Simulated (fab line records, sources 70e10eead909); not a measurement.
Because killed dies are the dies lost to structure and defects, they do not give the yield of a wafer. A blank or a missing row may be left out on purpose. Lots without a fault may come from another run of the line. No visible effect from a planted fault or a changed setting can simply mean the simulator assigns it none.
fab line records | flow nand_harc | part 1 of 2: steps 1 to 4 of 6
[record] lots = 24 | wafers = 72 | last_day = 33
route steps=1302 shown A_STAIRCASE@744
lots that met no fault: taken from a fault-free run of the same line
start_h: hours from the record's first day to the start of the lot's first wafer shown | wait_h: hours elapsed since this lot's preceding step | " unchanged from the row above | L1.1+2: a single row standing in for several wafers | - no value, or no start was given | * or withheld: withheld | < > ~ a bound
route shown NAME@n: a module of which the file shows steps, and the number in the route of the first | usual: mean and standard deviation over wafers with no fault | same: alike in all rows | chamber/n: place in a boat | sites: the reading at each site | _std_site: standard deviation across them | _edge_site: outer sites' mean less inner sites' | radius_mm: for every site, how far away it sits from the centre of the wafer | mask NAME#n: copy n | behind: the most recent tool/chamber to have shaped the wafer | hold: what put the lot on hold/how long, in hours/how the hold closed | device: transistor that didn't switch, given as n, p or np | end of line: the tests these same wafers got at the end of their route | where a step has no rows: the recipe by itself | killed: dies lost to structure and defects at the first sort, not the wafer's yield | map: the dies of a wafer, with x for killed, . for not killed, _ for no die there
set.NAME: the setting the step ran with; set.NAME@STEP: the setting that earlier step ran with | model.NAME: the simulator's own value behind a step, which no gauge read
a sample of lots followed through the steps of the route, with each step as a table and each wafer as a row
services: when a tool's chamber went out of use (start_h, in hours from the record's first day, below 0 if earlier), for how many hours, and the reason
[[steps]]
[step NHARC_A_STAIRCASE_ETCH_230]
[recipe] target_depth_a = 1000 | time_s = 40.5 | ion_energy_ev = 400 | c4f8_flow_sccm = 20 | o2_flow_sccm = 10 | ar_flow_sccm = withheld | rf_w = 600 | bias_w = 1000 | chemistry = C4F8/O2
[usual] oes_product_au = 0.950/0.015 | rf_vpp_V = 895/5.7
lot.wafer | tool        | chamber | start_h | wait_h | oes_product_au | rf_hours_counter_h | rf_vpp_V
L074.1    | rie_diel-04 | 3       | -       | -      | 0.942          | 51                 | 885
L074.2    | "           | 0       | "       | "      | 0.934          | 49                 | 894
L074.4    | "           | 0       | "       | "      | 0.937          | -                  | 893
L075.3    | rie_diel-01 | 0       | -       | -      | 0.951          | 56                 | 888
L075.1    | "           | 2       | "       | "      | 0.940          | 53                 | 898
L075.6    | "           | 3       | "       | "      | 0.965          | -                  | 890
L077.4    | rie_diel-09 | 0       | -       | -      | 0.948          | 23                 | 895
L077.5    | "           | 3       | "       | "      | 0.976          | -                  | 901
L077.6    | "           | 0       | "       | "      | 0.943          | -                  | 894
L076.4    | rie_diel-09 | 2       | -       | -      | 0.967          | 19                 | 892
L076.1    | "           | 3       | "       | "      | 0.966          | 23                 | 900
L076.5    | "           | 2       | "       | "      | 0.961          | -                  | 892
L078.2    | rie_diel-09 | 3       | -       | -      | 0.932          | 31                 | 902
L078.1    | "           | 0       | "       | "      | 0.918          | 31                 | 895
L078.6    | "           | 0       | "       | "      | 0.923          | -                  | 894
L079.1    | rie_diel-09 | 0       | -       | -      | 0.924          | 36                 | 894
L079.6    | "           | 1       | "       | "      | 0.936          | -                  | 902
L079.4    | "           | 3       | "       | "      | 0.940          | -                  | 899
L080.2    | rie_diel-01 | 0       | -       | -      | 0.958          | 9                  | 887
L080.3    | "           | 1       | "       | "      | 0.954          | 10                 | 889
L080.5    | "           | 3       | "       | "      | 0.944          | -                  | 890
L081.3    | rie_diel-09 | 3       | -       | -      | 0.952          | 40                 | 900
L081.4    | "           | 0       | "       | "      | 0.939          | 39                 | 892
L081.2    | "           | 1       | "       | "      | 0.957          | 33                 | 900
L082.4    | rie_diel-09 | 3       | -       | -      | 0.986          | 41                 | 901
L082.3    | "           | 1       | "       | "      | 0.964          | 34                 | 903
L082.5    | "           | 3       | "       | "      | 0.979          | -                  | 901
L083.3    | rie_diel-01 | 3       | -       | -      | 0.983          | 17                 | 889
L083.4    | "           | 2       | "       | "      | 0.976          | 16                 | 898
L083.6    | "           | 0       | "       | "      | 0.955          | -                  | 888
L085.1    | rie_diel-01 | 0       | -       | -      | 0.949          | 27                 | 888
L085.3    | "           | 2       | "       | "      | 0.945          | 25                 | 899
L085.4    | "           | 3       | "       | "      | 0.942          | 25                 | 889
L084.1    | rie_diel-09 | 3       | -       | -      | 0.959          | 52                 | 899
L084.6    | "           | 2       | "       | "      | 0.966          | -                  | 891
L084.5    | "           | 3       | "       | "      | 0.960          | -                  | 900
L086.2    | rie_diel-09 | 0       | -       | -      | 0.935          | 50                 | 895
L086.5    | "           | 0       | "       | "      | 0.935          | -                  | 893
L086.6    | "           | 1       | "       | "      | 0.936          | -                  | 901
L087.2    | rie_diel-01 | 1       | -       | -      | 0.940          | 38                 | 888
L087.1    | "           | 2       | "       | "      | 0.952          | 34                 | 898
L087.6    | "           | 0       | "       | "      | 0.939          | -                  | 885
L089.2    | rie_diel-01 | 0       | -       | -      | 0.956          | 46                 | 886
L089.1    | "           | 2       | "       | "      | 0.966          | 41                 | 899
L089.6    | "           | 1       | "       | "      | 0.970          | -                  | 888
L088.1    | rie_diel-09 | 3       | -       | -      | 0.955          | 2                  | 900
L088.5    | "           | 0       | "       | "      | 0.953          | -                  | 891
L088.4    | "           | 3       | "       | "      | 0.934          | -                  | 900
L091.1    | rie_diel-09 | 1       | -       | -      | 0.950          | 4                  | 901
L091.2    | "           | 3       | "       | "      | 0.948          | 6                  | 900
L091.4    | "           | 1       | "       | "      | 0.945          | -                  | 901
L090.4    | rie_diel-01 | 0       | -       | -      | 0.947          | 49                 | 886
L090.1    | "           | 2       | "       | "      | 0.956          | 44                 | 896
L090.6    | "           | 1       | "       | "      | 0.949          | -                  | 887
L092.2    | rie_diel-09 | 0       | -       | -      | 0.938          | 13                 | 892
L092.4    | "           | 3       | "       | "      | 0.930          | -                  | 900
L092.6    | "           | 0       | "       | "      | 0.949          | -                  | 894
L093.1    | rie_diel-09 | 3       | -       | -      | 0.929          | 22                 | 900
L093.2    | "           | 0       | "       | "      | 0.922          | 22                 | 894
L093.5    | "           | 3       | "       | "      | 0.913          | -                  | 899
L094.1    | rie_diel-04 | 0       | -       | -      | 0.961          | 5                  | 891
L094.4    | "           | 2       | "       | "      | 0.974          | 4                  | 896
L094.5    | "           | 3       | "       | "      | 0.975          | -                  | 904
L095.2    | rie_diel-09 | 2       | -       | -      | 0.941          | 7                  | 891
L095.4    | "           | 1       | "       | "      | 0.948          | 24                 | 900
L095.5    | "           | 2       | "       | "      | 0.936          | -                  | 893
L096.2    | rie_diel-01 | 0       | -       | -      | 0.942          | 6                  | 904
L096.4    | "           | 1       | "       | "      | 0.942          | 5                  | 886
L096.6    | "           | 1       | "       | "      | 0.936          | -                  | 888
L097.4    | rie_diel-01 | 0       | -       | -      | 0.980          | 6                  | 906
L097.2    | "           | 1       | "       | "      | 0.959          | 6                  | 888
L097.6    | "           | 1       | "       | "      | 0.958          | -                  | 886
[step NHARC_A_STAIRCASE_ETCH_253]
[recipe] target_depth_a = 500 | time_s = 20.2 | ion_energy_ev = 400 | c4f8_flow_sccm = 20 | o2_flow_sccm = 10 | ar_flow_sccm = withheld | rf_w = 600 | bias_w = 1000 | chemistry = C4F8/O2
[usual] oes_product_au = 0.955/0.02 | rf_vpp_V = 896/5.4
lot.wafer | tool        | chamber | start_h | wait_h | oes_product_au | rf_hours_counter_h | rf_vpp_V
L074.2    | rie_diel-09 | 3       | 352.25  | 0.1    | 0.974          | 6                  | 902
L074.4    | "           | 0       | "       | "      | 0.956          | 5                  | 893
L074.1    | "           | 2       | "       | "      | 0.979          | 7                  | 892
L075.1    | rie_diel-04 | 2       | 373.59  | 0.1    | 0.954          | 2                  | 899
L075.3    | "           | 0       | "       | "      | 0.987          | 2                  | 894
L075.6    | "           | 1       | "       | "      | 0.985          | -                  | 899
L077.4    | rie_diel-04 | 3       | 388.54  | 0.1    | 0.976          | 8                  | 905
L077.6    | "           | 3       | "       | "      | 0.971          | -                  | 907
L077.5    | "           | 0       | "       | "      | 0.960          | -                  | 894
L076.4    | rie_diel-01 | 0       | 390.03  | 0.1    | 0.961          | 0                  | 889
L076.1    | "           | 1       | "       | "      | 0.978          | 0                  | 887
L076.5    | "           | 1       | "       | "      | 0.974          | -                  | 888
L078.1    | rie_diel-09 | 1       | 412.82  | 0.1    | 0.963          | 31                 | 900
L078.2    | "           | 0       | "       | "      | 0.958          | 36                 | 893
L078.6    | "           | 1       | "       | "      | 0.969          | -                  | 901
L079.4    | rie_diel-09 | 1       | 414.13  | 0.1    | 0.966          | 31                 | 901
L079.1    | "           | 0       | "       | "      | 0.952          | 36                 | 893
L079.6    | "           | 1       | "       | "      | 0.971          | -                  | 900
L080.2    | rie_diel-01 | 0       | 414.67  | 0.1    | 0.933          | 10                 | 887
L080.3    | "           | 2       | "       | "      | 0.913          | 9                  | 900
L080.5    | "           | 0       | "       | "      | 0.922          | -                  | 887
L081.2    | rie_diel-09 | 0       | 435.39  | 0.1    | 0.958          | 40                 | 894
L081.3    | "           | 1       | "       | "      | 0.963          | 34                 | 900
L081.4    | "           | 2       | "       | "      | 0.982          | 29                 | 891
L082.4    | rie_diel-04 | 1       | 440.44  | 0.1    | 0.944          | 21                 | 898
L082.3    | "           | 2       | "       | "      | 0.928          | 21                 | 897
L082.5    | "           | 0       | "       | "      | 0.921          | -                  | 893
L083.4    | rie_diel-09 | 0       | 449.79  | 0.1    | 0.970          | 44                 | 893
L083.3    | "           | 1       | "       | "      | 0.953          | 38                 | 902
L083.6    | "           | 0       | "       | "      | 0.968          | -                  | 894
L085.4    | rie_diel-09 | 0       | 471.99  | 0.1    | 0.977          | 49                 | 894
L085.3    | "           | 1       | "       | "      | 0.988          | 43                 | 903
L085.1    | "           | 2       | "       | "      | 0.958          | 41                 | 892
L084.1    | rie_diel-09 | 0       | 472.28  | 0.1    | 0.971          | 49                 | 893
L084.6    | "           | 0       | "       | "      | 0.963          | -                  | 894
L084.5    | "           | 1       | "       | "      | 0.975          | -                  | 902
L086.2    | rie_diel-09 | 1       | 479.32  | 0.1    | 0.924          | 46                 | 902
L086.6    | "           | 3       | "       | "      | 0.924          | -                  | 900
L086.5    | "           | 0       | "       | "      | 0.918          | -                  | 894
L087.2    | rie_diel-01 | 3       | 487.18  | 0.1    | 0.978          | 33                 | 888
L087.1    | "           | 0       | "       | "      | 0.975          | 37                 | 888
L087.6    | "           | 3       | "       | "      | 0.973          | -                  | 889
L089.2    | rie_diel-01 | 2       | 514.39  | 0.1    | 0.928          | 42                 | 898
L089.1    | "           | 1       | "       | "      | 0.938          | 49                 | 887
L089.6    | "           | 2       | "       | "      | 0.928          | -                  | 897
L088.1    | rie_diel-09 | 1       | 514.57  | 0.2    | 0.953          | 1                  | 900
L088.4    | "           | 1       | "       | "      | 0.949          | -                  | 901
L088.5    | "           | 3       | "       | "      | 0.948          | -                  | 901
L091.4    | rie_diel-01 | 1       | 524.25  | 0.1    | 0.973          | 51                 | 886
L091.1    | "           | 3       | "       | "      | 0.975          | 43                 | 890
L091.2    | "           | 0       | "       | "      | 0.986          | 49                 | 886
L090.1    | rie_diel-04 | 3       | 524.67  | 0.1    | 0.958          | 56                 | 905
L090.4    | "           | 1       | "       | "      | 0.973          | 52                 | 898
L090.6    | "           | 2       | "       | "      | 0.964          | -                  | 897
L092.2    | rie_diel-09 | 1       | 538.81  | 0.1    | 0.948          | 13                 | 900
L092.6    | "           | 3       | "       | "      | 0.941          | -                  | 900
L092.4    | "           | 1       | "       | "      | 0.966          | -                  | 901
L094.1    | rie_diel-09 | 3       | 559.73  | 0.1    | 0.932          | 22                 | 899
L094.4    | "           | 1       | "       | "      | 0.938          | -                  | 901
L094.5    | "           | 0       | "       | "      | 0.941          | -                  | 892
L093.2    | rie_diel-04 | 2       | 560.00  | 0.2    | 0.934          | 6                  | 898
L093.1    | "           | 0       | "       | "      | 0.952          | 5                  | 892
L093.5    | "           | 1       | "       | "      | 0.942          | -                  | 898
L095.4    | rie_diel-01 | 3       | 578.59  | 0.1    | 0.976          | 6                  | 889
L095.2    | "           | 0       | "       | "      | 0.965          | 6                  | 905
L095.5    | "           | 0       | "       | "      | 0.959          | -                  | 905
L096.4    | rie_diel-01 | 2       | 581.58  | 0.1    | 0.938          | 6                  | 897
L096.2    | "           | 0       | "       | "      | 0.938          | 7                  | 905
L096.6    | "           | 3       | "       | "      | 0.942          | -                  | 888
L097.4    | rie_diel-09 | 0       | 583.34  | 0.1    | 0.971          | 29                 | 893
L097.2    | "           | 1       | "       | "      | 0.979          | 27                 | 900
L097.6    | "           | 3       | "       | "      | 0.970          | -                  | 902
[step NHARC_A_STAIRCASE_ETCH_451]
[recipe] target_depth_a = 300 | overetch_a = 30 | time_s = 16.5 | ion_energy_ev = 100 | cf4_flow_sccm = 80 | o2_flow_sccm = 20 | ar_flow_sccm = 0 | rf_w = 300 | bias_w = 100 | chemistry = CF4/O2
[usual] drypump_motor_current_A = 5.6/0.37 | oes_product_au = 0.998/0.0073 | rf_vpp_V = 197.9/1.3 | showerhead_plenum_p_Torr = 1.34/0.053 | throttle_valve_pct = 13.398/0.0092
lot.wafer | tool        | chamber | start_h | wait_h | drypump_motor_current_A | oes_product_au | rf_hours_counter_h | rf_vpp_V | showerhead_plenum_p_Torr | throttle_valve_pct
L074.1    | rie_diel-09 | 0       | -       | -      | 5.2                     | 0.989          | 9                  | 197.2    | 1.32                     | 13.410
L074.4    | "           | 2       | "       | "      | 5.6                     | 0.992          | 9                  | 196.7    | 1.29                     | 13.399
L074.2    | "           | 3       | "       | "      | 5.3                     | 1.014          | 9                  | 198.9    | 1.39                     | 13.399
L075.3    | rie_diel-04 | 0       | 381.14  | 0.1    | 5.4                     | 0.998          | 4                  | 198.0    | 1.31                     | 13.404
L075.1    | "           | 1       | "       | "      | 5.8                     | 0.993          | 3                  | 199.8    | 1.37                     | 13.398
L075.6    | "           | 0       | "       | "      | 5.4                     | 0.992          | -                  | 196.7    | 1.31                     | 13.392
L077.4    | rie_diel-01 | 3       | -       | -      | 6.5                     | 0.994          | 0                  | 195.5    | 1.27                     | 13.407
L077.5    | "           | 2       | "       | "      | 5.5                     | 0.997          | -                  | 198.2    | 1.37                     | 13.405
L077.6    | "           | 3       | "       | "      | 6.5                     | 0.997          | -                  | 194.9    | 1.27                     | 13.414
L076.4    | rie_diel-09 | 0       | -       | -      | 5.3                     | 0.997          | 28                 | 197.5    | 1.31                     | 13.397
L076.1    | "           | 1       | "       | "      | 5.4                     | 0.998          | 22                 | 198.9    | 1.39                     | 13.395
L076.5    | "           | 0       | "       | "      | 5.2                     | 0.988          | -                  | 197.3    | 1.31                     | 13.419
L078.1    | rie_diel-09 | 1       | -       | -      | 5.4                     | 1.010          | 31                 | 197.3    | 1.39                     | 13.404
L078.2    | "           | 2       | "       | "      | 5.5                     | 1.001          | 25                 | 196.1    | 1.29                     | 13.390
L078.6    | "           | 1       | "       | "      | 5.4                     | 1.001          | -                  | 198.6    | 1.39                     | 13.397
L079.4    | rie_diel-01 | 2       | -       | -      | 5.5                     | 0.999          | 9                  | 197.0    | 1.36                     | 13.394
L079.1    | "           | 3       | "       | "      | 6.5                     | 1.004          | 8                  | 196.7    | 1.27                     | 13.390
L079.6    | "           | 0       | "       | "      | 5.8                     | 1.005          | -                  | 196.0    | 1.24                     | 13.385
L080.2    | rie_diel-04 | 1       | -       | -      | 5.8                     | 1.008          | 17                 | 198.9    | 1.36                     | 13.415
L080.3    | "           | 0       | "       | "      | 5.3                     | 0.995          | 21                 | 196.2    | 1.31                     | 13.397
L080.5    | "           | 1       | "       | "      | 5.8                     | 0.992          | -                  | 198.6    | 1.36                     | 13.393
L081.3    | rie_diel-04 | 2       | -       | -      | 5.4                     | 0.987          | 21                 | 198.9    | 1.35                     | 13.393
L081.4    | "           | 0       | "       | "      | 5.3                     | 0.985          | 27                 | 198.7    | 1.31                     | 13.394
L081.2    | "           | 1       | "       | "      | 5.8                     | 0.979          | 21                 | 198.5    | 1.36                     | 13.396
L082.3    | rie_diel-01 | 3       | -       | -      | 6.5                     | 1.001          | 16                 | 196.6    | 1.27                     | 13.394
L082.4    | "           | 2       | "       | "      | 5.5                     | 0.992          | 15                 | 197.8    | 1.36                     | 13.390
L082.5    | "           | 3       | "       | "      | 6.5                     | 0.990          | -                  | 196.2    | 1.27                     | 13.393
L083.4    | rie_diel-04 | 3       | -       | -      | 6.3                     | 0.997          | 30                 | 199.7    | 1.44                     | 13.397
L083.3    | "           | 0       | "       | "      | 5.4                     | 1.002          | 33                 | 197.8    | 1.31                     | 13.403
L083.6    | "           | 1       | "       | "      | 5.8                     | 1.000          | -                  | 197.0    | 1.36                     | 13.406
L085.4    | rie_diel-09 | 2       | -       | -      | 5.6                     | 1.006          | 42                 | 196.4    | 1.28                     | 13.411
L085.3    | "           | 3       | "       | "      | 5.3                     | 1.009          | 54                 | 198.0    | 1.38                     | 13.389
L085.1    | "           | 0       | "       | "      | 5.2                     | 1.005          | 51                 | 196.5    | 1.31                     | 13.404
L084.1    | rie_diel-04 | 0       | -       | -      | 5.4                     | 1.004          | 37                 | 196.1    | 1.30                     | 13.403
L084.6    | "           | 0       | "       | "      | 5.4                     | 0.998          | -                  | 195.4    | 1.31                     | 13.412
L084.5    | "           | 1       | "       | "      | 5.8                     | 1.004          | -                  | 197.2    | 1.36                     | 13.402
L086.2    | rie_diel-04 | 3       | -       | -      | 6.3                     | 0.996          | 42                 | 200.2    | 1.44                     | 13.393
L086.5    | "           | 0       | "       | "      | 5.4                     | 0.991          | -                  | 197.7    | 1.30                     | 13.411
L086.6    | "           | 1       | "       | "      | 5.8                     | 0.993          | -                  | 197.0    | 1.36                     | 13.376
L087.1    | rie_diel-04 | 1       | -       | -      | 5.8                     | 0.990          | 39                 | 197.3    | 1.36                     | 13.403
L087.2    | "           | 3       | "       | "      | 6.3                     | 0.998          | 44                 | 199.3    | 1.44                     | 13.405
L087.6    | "           | 1       | "       | "      | 5.8                     | 1.001          | -                  | 197.9    | 1.36                     | 13.390
L089.2    | rie_diel-09 | 0       | -       | -      | 5.2                     | 0.998          | 5                  | 196.4    | 1.31                     | 13.399
L089.1    | "           | 1       | "       | "      | 5.4                     | 1.002          | 3                  | 198.3    | 1.38                     | 13.402
L089.6    | "           | 3       | "       | "      | 5.3                     | 1.004          | -                  | 200.2    | 1.38                     | 13.391
L088.1    | rie_diel-04 | 3       | -       | -      | 6.3                     | 0.990          | 55                 | 200.2    | 1.43                     | 13.409
L088.4    | "           | 0       | "       | "      | 5.4                     | 0.989          | 54                 | 196.6    | 1.30                     | 13.404
L088.5    | "           | 2       | "       | "      | 5.4                     | 0.992          | -                  | 199.0    | 1.35                     | 13.385
L091.1    | rie_diel-04 | 0       | -       | -      | 5.4                     | 1.004          | 56                 | 197.3    | 1.30                     | 13.399
L091.4    | "           | 1       | "       | "      | 5.8                     | 1.002          | 53                 | 197.6    | 1.36                     | 13.396
L091.2    | "           | 3       | "       | "      | 6.2                     | 1.002          | 57                 | 200.7    | 1.43                     | 13.385
L090.1    | rie_diel-04 | 1       | -       | -      | 5.8                     | 0.998          | 55                 | 198.1    | 1.36                     | 13.399
L090.4    | "           | 2       | "       | "      | 5.4                     | 1.004          | 53                 | 198.1    | 1.35                     | 13.391
L090.6    | "           | 1       | "       | "      | 5.8                     | 0.996          | -                  | 199.1    | 1.36                     | 13.403
L092.2    | rie_diel-04 | 3       | -       | -      | 6.3                     | 0.990          | 1                  | 199.0    | 1.43                     | 13.396
L092.4    | "           | 0       | "       | "      | 5.3                     | 0.987          | 1                  | 196.1    | 1.30                     | 13.379
L092.6    | "           | 2       | "       | "      | 5.4                     | 0.981          | -                  | 196.4    | 1.35                     | 13.397
L094.1    | rie_diel-09 | 2       | -       | -      | 5.6                     | 1.005          | 5                  | 195.6    | 1.28                     | 13.401
L094.4    | "           | 3       | "       | "      | 5.3                     | 1.000          | 24                 | 198.4    | 1.38                     | 13.386
L094.5    | "           | 0       | "       | "      | 5.2                     | 0.989          | -                  | 197.3    | 1.30                     | 13.406
L093.1    | rie_diel-04 | 0       | -       | -      | 5.4                     | 0.990          | 7                  | 198.2    | 1.30                     | 13.390
L093.2    | "           | 3       | "       | "      | 6.3                     | 0.999          | 9                  | 198.9    | 1.43                     | 13.391
L093.5    | "           | 1       | "       | "      | 5.8                     | 0.976          | -                  | 199.0    | 1.35                     | 13.395
L095.2    | rie_diel-01 | 2       | -       | -      | 5.5                     | 1.001          | 6                  | 197.4    | 1.35                     | 13.392
L095.4    | "           | 0       | "       | "      | 5.8                     | 0.993          | 7                  | 199.3    | 1.44                     | 13.410
L095.5    | "           | 2       | "       | "      | 5.5                     | 0.994          | -                  | 198.0    | 1.35                     | 13.407
L096.2    | rie_diel-09 | 0       | -       | -      | 5.2                     | 1.008          | 30                 | 195.9    | 1.30                     | 13.396
L096.4    | "           | 2       | "       | "      | 5.6                     | 1.007          | 11                 | 196.4    | 1.28                     | 13.378
L096.6    | "           | 0       | "       | "      | 5.2                     | 1.004          | -                  | 196.6    | 1.30                     | 13.383
L097.2    | rie_diel-09 | 1       | -       | -      | 5.4                     | 1.005          | 29                 | 197.8    | 1.38                     | 13.402
L097.4    | "           | 2       | "       | "      | 5.6                     | 1.006          | 12                 | 198.1    | 1.28                     | 13.397
L097.6    | "           | 3       | "       | "      | 5.3                     | 0.999          | -                  | 199.2    | 1.38                     | 13.398
[step NHARC_A_STAIRCASE_STRIP_274]
[recipe] o2_flow_sccm = 500 | ar_flow_sccm = 0 | bias_w = 0 | chemistry = O2
[usual] drypump_motor_current_A = 5.6/0.39 | oes_product_au = 1.000/0.0084 | rf_vpp_V = 57.9/0.87 | showerhead_plenum_p_Torr = 3.55/0.15 | throttle_valve_pct = 17.037/0.0086
lot.wafer | tool        | chamber | start_h | wait_h | drypump_motor_current_A | oes_product_au | rf_hours_counter_h | rf_vpp_V | showerhead_plenum_p_Torr | throttle_valve_pct
L074.2    | rie_diel-09 | 2       | -       | -      | 5.6                     | 1.002          | 12                 | 57.8     | 3.42                     | 17.045
L074.1    | "           | 3       | "       | "      | 5.3                     | 1.010          | 14                 | 57.6     | 3.67                     | 17.021
L074.4    | "           | 1       | "       | "      | 5.4                     | 1.002          | 12                 | 57.4     | 3.68                     | 17.043
L075.3    | rie_diel-09 | 0       | 382.82  | -      | 5.2                     | 0.991          | 22                 | 57.7     | 3.48                     | 17.035
L075.1    | "           | 2       | "       | "      | 5.6                     | 1.006          | 18                 | 57.5     | 3.41                     | 17.031
L075.6    | "           | 3       | "       | "      | 5.3                     | 1.007          | -                  | 58.4     | 3.67                     | 17.033
L077.4    | rie_diel-01 | 3       | -       | -      | 6.5                     | 0.990          | 1                  | 59.1     | 3.36                     | 17.039
L077.6    | "           | 2       | "       | "      | 5.5                     | 0.975          | -                  | 58.1     | 3.60                     | 17.039
L077.5    | "           | 3       | "       | "      | 6.5                     | 0.992          | -                  | 56.8     | 3.36                     | 17.048
L076.1    | rie_diel-09 | 0       | -       | -      | 5.2                     | 0.992          | 29                 | 57.2     | 3.47                     | 17.051
L076.4    | "           | 1       | "       | "      | 5.4                     | 1.001          | 23                 | 59.7     | 3.67                     | 17.037
L076.5    | "           | 1       | "       | "      | 5.4                     | 1.008          | -                  | 58.6     | 3.67                     | 17.046
L078.2    | rie_diel-09 | 3       | -       | -      | 5.3                     | 1.008          | 37                 | 58.1     | 3.66                     | 17.023
L078.1    | "           | 1       | "       | "      | 5.4                     | 1.016          | 31                 | 58.5     | 3.67                     | 17.030
L078.6    | "           | 0       | "       | "      | 5.2                     | 1.000          | -                  | 59.0     | 3.47                     | 17.040
L079.1    | rie_diel-01 | 1       | -       | -      | 5.2                     | 0.993          | 11                 | 57.3     | 3.32                     | 17.035
L079.4    | "           | 3       | "       | "      | 6.5                     | 1.000          | 10                 | 56.5     | 3.36                     | 17.024
L079.6    | "           | 1       | "       | "      | 5.2                     | 0.995          | -                  | 58.0     | 3.32                     | 17.047
L080.3    | rie_diel-04 | 3       | -       | -      | 6.3                     | 0.989          | 21                 | 59.3     | 3.80                     | 17.031
L080.2    | "           | 1       | "       | "      | 5.8                     | 0.992          | 19                 | 57.6     | 3.60                     | 17.032
L080.5    | "           | 0       | "       | "      | 5.4                     | 1.008          | -                  | 57.7     | 3.46                     | 17.032
L081.3    | rie_diel-04 | 0       | -       | -      | 5.4                     | 0.997          | 28                 | 56.6     | 3.46                     | 17.023
L081.2    | "           | 2       | "       | "      | 5.4                     | 1.000          | 22                 | 58.2     | 3.58                     | 17.044
L081.4    | "           | 3       | "       | "      | 6.3                     | 1.002          | 27                 | 58.0     | 3.79                     | 17.043
L082.4    | rie_diel-01 | 3       | -       | -      | 6.6                     | 0.997          | 17                 | 57.7     | 3.35                     | 17.027
L082.3    | "           | 0       | "       | "      | 5.8                     | 1.000          | 18                 | 56.3     | 3.29                     | 17.038
L082.5    | "           | 3       | "       | "      | 6.6                     | 0.994          | -                  | 57.3     | 3.35                     | 17.041
L083.4    | rie_diel-04 | 2       | -       | -      | 5.4                     | 1.023          | 27                 | 59.2     | 3.57                     | 17.028
L083.3    | "           | 3       | "       | "      | 6.3                     | 1.011          | 31                 | 58.3     | 3.79                     | 17.028
L083.6    | "           | 1       | "       | "      | 5.8                     | 1.002          | -                  | 57.1     | 3.60                     | 17.019
L085.4    | rie_diel-09 | 3       | -       | -      | 5.3                     | 1.008          | 54                 | 57.8     | 3.65                     | 17.038
L085.3    | "           | 1       | "       | "      | 5.4                     | 1.006          | 46                 | 58.3     | 3.66                     | 17.031
L085.1    | "           | 2       | "       | "      | 5.6                     | 1.014          | 43                 | 57.6     | 3.40                     | 17.016
L084.1    | rie_diel-04 | 1       | -       | -      | 5.8                     | 1.001          | 36                 | 59.0     | 3.59                     | 17.044
L084.6    | "           | 3       | "       | "      | 6.3                     | 1.004          | -                  | 58.3     | 3.79                     | 17.022
L084.5    | "           | 0       | "       | "      | 5.4                     | 1.005          | -                  | 57.8     | 3.45                     | 17.033
L086.2    | rie_diel-04 | 2       | -       | -      | 5.4                     | 1.003          | 38                 | 56.7     | 3.57                     | 17.039
L086.5    | "           | 1       | "       | "      | 5.8                     | 0.992          | -                  | 58.2     | 3.59                     | 17.020
L086.6    | "           | 2       | "       | "      | 5.4                     | 0.991          | -                  | 57.4     | 3.57                     | 17.028
L087.2    | rie_diel-04 | 2       | -       | -      | 5.4                     | 0.993          | 40                 | 57.0     | 3.57                     | 17.041
L087.1    | "           | 0       | "       | "      | 5.4                     | 0.988          | 44                 | 58.0     | 3.45                     | 17.032
L087.6    | "           | 2       | "       | "      | 5.4                     | 1.000          | -                  | 58.8     | 3.57                     | 17.051
L089.1    | rie_diel-09 | 0       | -       | -      | 5.2                     | 1.013          | 6                  | 57.0     | 3.45                     | 17.036
L089.2    | "           | 1       | "       | "      | 5.4                     | 1.005          | 4                  | 59.3     | 3.65                     | 17.050
L089.6    | "           | 0       | "       | "      | 5.2                     | 1.004          | -                  | 56.4     | 3.45                     | 17.034
L088.4    | rie_diel-04 | 3       | -       | -      | 6.3                     | 0.995          | 55                 | 57.5     | 3.78                     | 17.049
L088.1    | "           | 1       | "       | "      | 5.8                     | 0.997          | 51                 | 59.4     | 3.58                     | 17.020
L088.5    | "           | 3       | "       | "      | 6.3                     | 1.008          | -                  | 58.8     | 3.78                     | 17.048
L091.2    | rie_diel-04 | 2       | -       | -      | 5.4                     | 0.989          | 54                 | 58.2     | 3.56                     | 17.031
L091.1    | "           | 0       | "       | "      | 5.4                     | 0.998          | 59                 | 56.4     | 3.44                     | 17.027
L091.4    | "           | 1       | "       | "      | 5.8                     | 0.997          | 55                 | 56.4     | 3.58                     | 17.031
L090.1    | rie_diel-04 | 3       | -       | -      | 6.3                     | 0.992          | 59                 | 58.2     | 3.77                     | 17.050
L090.4    | "           | 0       | "       | "      | 5.4                     | 0.996          | 59                 | 57.6     | 3.44                     | 17.043
L090.6    | "           | 0       | "       | "      | 5.4                     | 0.996          | -                  | 57.4     | 3.44                     | 17.032
L092.4    | rie_diel-04 | 0       | -       | -      | 5.4                     | 0.983          | 2                  | 59.1     | 3.44                     | 17.032
L092.2    | "           | 3       | "       | "      | 6.3                     | 1.005          | 2                  | 58.6     | 3.77                     | 17.037
L092.6    | "           | 0       | "       | "      | 5.4                     | 0.974          | -                  | 58.5     | 3.44                     | 17.046
L094.4    | rie_diel-01 | 0       | 568.83  | -      | 5.8                     | 0.994          | 1                  | 59.7     | 3.81                     | 17.046
L094.1    | "           | 2       | "       | "      | 5.5                     | 1.000          | 1                  | 57.8     | 3.57                     | 17.038
L094.5    | "           | 3       | "       | "      | 6.5                     | 0.998          | -                  | 57.7     | 3.33                     | 17.039
L093.1    | rie_diel-04 | 3       | -       | -      | 6.3                     | 1.006          | 10                 | 58.2     | 3.77                     | 17.025
L093.2    | "           | 0       | "       | "      | 5.4                     | 1.007          | 9                  | 58.3     | 3.44                     | 17.036
L093.5    | "           | 0       | "       | "      | 5.4                     | 0.997          | -                  | 58.2     | 3.44                     | 17.037
L095.4    | rie_diel-01 | 1       | -       | -      | 5.3                     | 0.997          | 8                  | 57.4     | 3.29                     | 17.040
L095.2    | "           | 2       | "       | "      | 5.5                     | 0.980          | 7                  | 57.2     | 3.57                     | 17.025
L095.5    | "           | 1       | "       | "      | 5.3                     | 1.002          | -                  | 57.2     | 3.29                     | 17.047
L096.2    | rie_diel-09 | 2       | -       | -      | 5.6                     | 1.017          | 12                 | 56.3     | 3.39                     | 17.035
L096.4    | "           | 3       | "       | "      | 5.4                     | 1.005          | 31                 | 59.4     | 3.63                     | 17.040
L096.6    | "           | 2       | "       | "      | 5.6                     | 1.007          | -                  | 58.0     | 3.39                     | 17.039
L097.4    | rie_diel-09 | 3       | -       | -      | 5.3                     | 1.001          | 32                 | 57.5     | 3.63                     | 17.033
L097.2    | "           | 0       | "       | "      | 5.2                     | 1.003          | 32                 | 57.1     | 3.44                     | 17.048
L097.6    | "           | 1       | "       | "      | 5.4                     | 1.006          | -                  | 56.8     | 3.64                     | 17.031
